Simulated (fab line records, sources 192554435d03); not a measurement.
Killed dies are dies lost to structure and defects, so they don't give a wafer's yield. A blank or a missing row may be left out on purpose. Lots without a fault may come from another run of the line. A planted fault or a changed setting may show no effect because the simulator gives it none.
Chamber matching | flow n5_finfet | N5_GATE_CUT_ETCH_36 on rie_diel-06: 4 sister chambers
The step etches SiARC in CF4, target depth 13 nm, time 21.7 s. 4 wafers are shown with their chamber, then 8 later ones without.

WAFERS WITH THEIR CHAMBER
wafer  | chamber | showerhead_plenum_p_Torr (Torr)
L082.1 | 2       | 2.15
L088.5 | 1       | 2.21
L088.6 | 0       | 2.22
L094.2 | 3       | 2.06

WAFERS WITHOUT THEIR CHAMBER
wafer  | showerhead_plenum_p_Torr (Torr)
L094.3 | 2.22
L094.5 | 2.06
L095.4 | 2.22
L095.5 | 2.21
L095.6 | 2.22
L097.1 | 2.20
L097.4 | 2.22
L097.5 | 2.15

WHICH CHAMBER EACH WENT THROUGH
wafer  | from the rows above | in truth
L094.3 | 0                   | 0
L094.5 | 3                   | 3
L095.4 | 0                   | 0
L095.5 | 1                   | 1
L095.6 | 0                   | 0
L097.1 | 1                   | 1
L097.4 | 0                   | 0
L097.5 | 2                   | 2
Placed correctly: 8 of 8. Can't be placed from these rows: 0. Placed wrongly: 0.
How it was worked out, from the rows above alone: a wafer's distance from a chamber is the root of the sum, over the readings, of the square of ((its reading less the chamber's mean) divided by the reading's scatter). The wafer belongs to the nearest chamber; if the next one is less than 2 further off, it can't be placed. A chamber's mean is the mean of its shown wafers. The scatter: with one shown wafer a chamber, the root of the mean of the squares of how far each hidden wafer lies from its nearest shown one.
